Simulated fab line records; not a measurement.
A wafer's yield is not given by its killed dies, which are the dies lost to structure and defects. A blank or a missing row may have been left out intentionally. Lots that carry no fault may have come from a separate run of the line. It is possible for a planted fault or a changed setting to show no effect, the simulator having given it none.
A single fault, viewed from 3 desks :: flow nandHarc :: every desk sees just its own numbers, and what lay behind them comes last

== TOOL OWNER'S DESK, pecvdOnon-01 ==
The tool's own readings at NHARC_A_ONON_D2_DEP_09 (target thk 1000 nm): means of the sampled wafers that have a number, for each lot that ran on this tool. If a lot's mean is further than 4 standard deviations from the usual mean, the lot is out of limits and carries the mark OUT (the distance appears in the brackets).
Columns: A = nh3FlowSccm at NHARC_A_ONON_D2_DEP_09, usual 500.2 sccm
lot: L303
first seen here: day 13 08:11
A: 501.6

lot: L306
first seen here: day 14 17:36
A: 499.1

lot: L309
first seen here: day 15 19:37
A: 499.0

lot: L315
first seen here: day 18 13:19
A: 500.3

lot: L317
first seen here: day 18 23:20
A: 498.8

lot: L323
first seen here: day 21 17:55
A: 500.1

lot: L324
first seen here: day 22 08:08
A: 498.0
This desk's finding: nothing out of limits on any of the 7 lots.

== METROLOGY DESK ==
Lot by lot, what the gauges showed, no matter which tool ran the lot: averages of those sampled wafers that carry a number. If a lot's mean is further than 4 standard deviations from the usual mean, the lot is out of limits and carries the mark OUT (the distance appears in the brackets).
Columns: A = thkNm at NHARC_A_ONON_D2_THK_MEAS_11, usual 1002 nm
lot: L301
first seen here: day 12 12:20
A: 993

lot: L303
first seen here: day 13 08:36
A: 1005

lot: L304
first seen here: day 13 14:22
A: 1016

lot: L306
first seen here: day 14 18:02
A: 890 (-11) OUT

lot: L309
first seen here: day 15 20:04
A: 840 (-16) OUT

lot: L315
first seen here: day 18 13:46
A: 1007

lot: L316
first seen here: day 18 23:36
A: 993

lot: L317
first seen here: day 18 23:43
A: 1001

lot: L318
first seen here: day 19 16:32
A: 1008

lot: L320
first seen here: day 21 01:47
A: 1005

lot: L323
first seen here: day 21 18:25
A: 1004

lot: L324
first seen here: day 22 08:32
A: 1004
This desk's verdict: out of limits on L306, L309, starting with L306 at day 14 18:02 (thkNm at NHARC_A_ONON_D2_THK_MEAS_11). Within limits: L301, L303, L304, L315, L316, L317, L318, L320, L323, L324.

== THE DEFECT DESK ==
Counts from the inspections along the route, per lot, as means over the sampled wafers that have a number. If a lot's mean is further than 4 standard deviations from the usual mean, the lot is out of limits and carries the mark OUT (the distance appears in the brackets).
Columns: A = rawDefectCount at NHARC_A_CHANNEL_FILL_D1_INSPECT_13, usual 296
lot: L301
first seen here: day 10 23:42
A: 234

lot: L303
first seen here: day 11 23:01
A: 418

lot: L304
first seen here: day 12 04:21
A: 426

lot: L306
first seen here: day 13 03:03
A: 202

lot: L309
first seen here: day 14 08:31
A: 210

lot: L315
first seen here: day 17 02:33
A: 372

lot: L316
first seen here: day 17 06:17
A: 355

lot: L317
first seen here: day 17 15:51
A: 321

lot: L318
first seen here: day 18 02:53
A: 305

lot: L320
first seen here: day 19 10:47
A: 266

lot: L323
first seen here: day 20 01:29
A: 293

lot: L324
first seen here: day 20 18:15
A: 494
This desk's finding: nothing out of limits on any of the 12 lots.

== ALL TOGETHER ==
Metrology desk: alarm possible at day 14 18:02 on L306, L309.
Nothing out of limits was seen by the tool owner's desk.
Nothing the defect desk looked at was out of limits.
On record at the tool owner's desk: L306, L309, within its limits.
The defect desk has L306, L309 on record, within its limits.
On pecvdOnon-01, each named lot ran NHARC_A_ONON_D2_DEP_09.

== WHAT THE SIMULATOR HAD INSERTED ==
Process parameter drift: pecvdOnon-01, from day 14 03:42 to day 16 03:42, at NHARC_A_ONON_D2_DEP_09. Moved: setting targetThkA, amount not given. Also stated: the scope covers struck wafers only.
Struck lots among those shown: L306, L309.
Hours from the fault's start to each desk's first reading out of limits: the metrology desk, 14.
